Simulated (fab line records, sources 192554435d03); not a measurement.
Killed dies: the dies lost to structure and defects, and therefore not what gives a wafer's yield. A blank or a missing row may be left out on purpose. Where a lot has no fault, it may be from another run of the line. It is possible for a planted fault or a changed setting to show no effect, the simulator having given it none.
Matching of chambers / flow n5-finfet / 4 sister chambers for N5_BEOL_M1_ALD_84 on ald-metal-02
The step deposits TaN, pulse time 2 s, purge time 3 s, co reactant purge time 2 s. 8 wafers are shown with their chamber, then 7 later ones without.

== WAFERS PAIRED WITH THEIR CHAMBERS ==
wafer=L079.1; chamber=2; heater-power-w (W)=413
wafer=L080.4; chamber=1; heater-power-w (W)=445
wafer=L080.5; chamber=0; heater-power-w (W)=430
wafer=L082.1; chamber=0; heater-power-w (W)=417
wafer=L082.2; chamber=2; heater-power-w (W)=414
wafer=L082.4; chamber=1; heater-power-w (W)=446
wafer=L094.3; chamber=3; heater-power-w (W)=405
wafer=L094.5; chamber=3; heater-power-w (W)=407

== WAFERS WITHOUT THEIR CHAMBER ==
wafer=L094.6; heater-power-w (W)=414
wafer=L095.1; heater-power-w (W)=434
wafer=L095.3; heater-power-w (W)=425
wafer=L095.6; heater-power-w (W)=426
wafer=L097.1; heater-power-w (W)=412
wafer=L097.3; heater-power-w (W)=428
wafer=L097.6; heater-power-w (W)=455

== EACH ONE'S CHAMBER ==
wafer=L094.6; from the rows above=can't be placed: 2 or 3 or 0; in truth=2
wafer=L095.1; from the rows above=can't be placed: 0 or 1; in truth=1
wafer=L095.3; from the rows above=0; in truth=0
wafer=L095.6; from the rows above=0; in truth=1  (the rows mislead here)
wafer=L097.1; from the rows above=can't be placed: 2 or 3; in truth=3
wafer=L097.3; from the rows above=0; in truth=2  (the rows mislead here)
wafer=L097.6; from the rows above=1; in truth=1
Placed correctly: 2 of 7. Unplaceable from these rows: 3, with the true chamber sitting among the candidates in 3. 2 placed wrongly.
How it was worked out, from the rows above alone: a wafer's distance from a chamber is the root of the sum, over the readings, of the square of ((its reading less the chamber's mean) divided by the reading's scatter). If the next closest chamber is less than 2 further off than the closest, the wafer can't be placed; otherwise it belongs to the closest. Each chamber's mean is taken over the wafers shown for it. The scatter: the root of (the sum of the squares of (reading less its chamber's mean) over the shown wafers, divided by (wafers less chambers)).
